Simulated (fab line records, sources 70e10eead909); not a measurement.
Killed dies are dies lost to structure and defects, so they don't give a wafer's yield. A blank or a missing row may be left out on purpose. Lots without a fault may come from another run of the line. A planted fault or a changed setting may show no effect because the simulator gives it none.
A struck lot beside a sound one | flow nand_harc | 14 steps out of a route of 1159
Sound: wafers L801.4, L801.5, L801.6. Struck: wafers L809.2, L809.3, L809.6. The cause comes at the end.
At each step with rows: each side's tool, then ch and its chambers, then its first start. Under that, the readings that differ: sound wafers | struck wafers | difference of the means | sigmas: that difference in standard deviations of wafers without a fault.
alike: readings whose means differ by less than 2 such deviations, and words and numbers that are the same on both sides. not compared: withheld readings, readings that some wafer has no value for, bounds like >300 that may hide the same value, and numbers for which the record gives no deviation and whose values overlap.
The two part at a step that has a row with sigmas, a row that says differs or no value, or rows on one side only. Numbers that don't overlap but have no deviation are shown without sigmas and don't part them. A reading that every wafer of one side lacks parts them only if that side has two wafers or more.

NHARC_P_M2_DEP_33: deposits SiCN, target thk 30 nm.
  sound on pecvd-01 ch 0,1,2, day 6 05:02; struck on pecvd-04 ch 0,1, day 8 14:33
  alike: heater_power_w
NHARC_P_BONDPAD_DEP_00: deposits SiCN, target thk 250 nm.
  sound on pecvd-04 ch 0,1,2, day 6 05:28; struck on pecvd-01 ch 0,2, day 8 14:58
  alike: heater_power_w
NHARC_P_BONDPAD_CMP_32: polishes SiCN, target thk 200 nm.
  sound on cmp-03 ch 1,2, day 6 05:46; struck on cmp-02 ch 0,1,2, day 8 15:24
  alike: motor_current_A
NHARC_P_BONDPAD_THK_MEAS_33: measures by ellipsometry.
  sound on film_metro-02, day 6 05:59; struck on film_metro-01, day 8 15:37
  alike: thk_nm
then, 8 steps without rows for these wafers: NHARC_P_BONDPAD_SRD_34; NHARC_P_BONDPAD_DEHYDRATE_01 (time 120 s); NHARC_P_BONDPAD_HMDS_02 (time 30 s); NHARC_P_BONDPAD_COAT_36 (time 65 s); NHARC_P_BONDPAD_COAT_03 (resist thk 600 nm); NHARC_P_BONDPAD_SOFTBAKE_04 (time 70 s); NHARC_P_BONDPAD_EBR_05; NHARC_P_BONDPAD_EXPOSE_06 (exposes mask P BPAD).
NHARC_P_BONDPAD_PEB_07: peb time 80 s.
  sound on litho_track-03 ch 0, day 6 06:28; struck on litho_track-03, day 8 16:07
  no value came back on the struck wafers for chill_plate_temp_C (C), exhaust_pa (Pa); on the sound wafers chill_plate_temp_C (C) reads 22.97 22.88 22.88
then, 1 step without rows for these wafers: NHARC_P_BONDPAD_DEVELOP_08 (time 50 s).

WHERE THEY PART
Only at NHARC_P_BONDPAD_PEB_07, within this record.

WHY: what the simulator had put in
Skipped step whole: litho_track-03, from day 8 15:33 on, at NHARC_P_BONDPAD_PEB_07. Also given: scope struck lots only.
